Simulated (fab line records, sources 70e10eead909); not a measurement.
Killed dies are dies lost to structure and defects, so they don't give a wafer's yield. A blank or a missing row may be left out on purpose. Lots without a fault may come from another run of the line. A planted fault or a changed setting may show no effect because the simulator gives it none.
A struck lot beside a sound one | flow nand_harc | 18 steps out of a route of 1159
Sound: wafers L975.3, L975.4, L975.6. Struck: wafers L978.1, L978.5, L978.6. The cause comes at the end.
At each step with rows: each side's tool, then ch and its chambers, then its first start. Under that, the readings that differ: sound wafers | struck wafers | difference of the means | sigmas: that difference in standard deviations of wafers without a fault.
alike: readings whose means differ by less than 2 such deviations, and words and numbers that are the same on both sides. not compared: withheld readings, readings that some wafer has no value for, bounds like >300 that may hide the same value, and numbers for which the record gives no deviation and whose values overlap.
The two part at a step that has a row with sigmas, a row that says differs or no value, or rows on one side only. Numbers that don't overlap but have no deviation are shown without sigmas and don't part them. A reading that every wafer of one side lacks parts them only if that side has two wafers or more.

first, 1 step without rows for these wafers: NHARC_P_M0_SRD_25.
NHARC_P_M0_INSPECT_27:
  sound on defect_inspect-02, day 8 03:01; struck on defect_inspect-02, day 9 08:33
  alike: raw_defect_count
NHARC_P_M0_PRE_CLEAN_31: time 12 s.
  sound on pecvd-03 ch 1,2, day 8 03:10; struck on pecvd-03 ch 0,1, day 9 08:38
  alike: heater_power_w
  not compared: since_wet_clean_h
NHARC_P_M0_DEP_32: deposits SiCN, target thk 30 nm.
  sound on pecvd-03 ch 1,2, day 8 03:16; struck on pecvd-03 ch 0,1, day 9 08:44
  alike: heater_power_w
  not compared: since_wet_clean_h
then, 7 steps without rows for these wafers: NHARC_P_M1_DEP_00 (deposits SiOC, target thk 182.5 nm); NHARC_P_M1_DEHYDRATE_01 (time 120 s); NHARC_P_M1_HMDS_02 (time 30 s); NHARC_P_M1_COAT_34 (time 65 s); NHARC_P_M1_COAT_03 (resist thk 90 nm); NHARC_P_M1_SOFTBAKE_04 (time 55 s); NHARC_P_M1_EBR_05.
NHARC_P_M1_EXPOSE_06: exposes mask P M1, target cd 130 nm.
  sound on arfi_scanner-03 ch 0, day 8 04:19; struck on arfi_scanner-01 ch 0, day 9 09:49
  reading                      | sound                   | struck            | difference | sigmas
  model.P_M1.overlay_x_nm (nm) | -0.4219 -0.4219 -0.4219 | 3.655 3.655 3.655 | +4.077     |
  alike: mask
then, 2 steps without rows for these wafers: NHARC_P_M1_PEB_07 (peb time 65 s); NHARC_P_M1_DEVELOP_08 (develop time 35 s).
NHARC_P_M1_CD_MEAS_09: target cd 130 nm.
  sound on cd_sem-02 ch 0, day 8 04:28; struck on cd_sem-01 ch 0, day 9 09:56
  alike: cd_nm
NHARC_P_M1_OVL_MEAS_10: pitch 260 nm.
  sound on overlay-02, day 8 04:32; struck on overlay-01, day 9 10:02
  reading           | sound         | struck      | difference | sigmas
  overlay_x_nm (nm) | 0.1 -0.1 -0.3 | 3.4 3.4 3.4 | +3.5       | +4
  alike: overlay_y_nm
NHARC_P_M1_INSPECT_11:
  sound on defect_inspect-02, day 8 04:35; struck on defect_inspect-01, day 9 10:04
  alike: raw_defect_count
-- the record jumps here: 13 days lie between the struck wafers' starts before and after (it left off in module P_M1 and takes up again in module END, whose first step shown is number 1159 of the route) --
NHARC_END_SORT_01:
  the record has rows for the struck wafers here (prober-02 ch 0, day 22 10:41) and none for the sound ones

WHERE THEY PART
First at NHARC_P_M1_OVL_MEAS_10; last, within this record, at NHARC_END_SORT_01.

WHY: what the simulator had put in
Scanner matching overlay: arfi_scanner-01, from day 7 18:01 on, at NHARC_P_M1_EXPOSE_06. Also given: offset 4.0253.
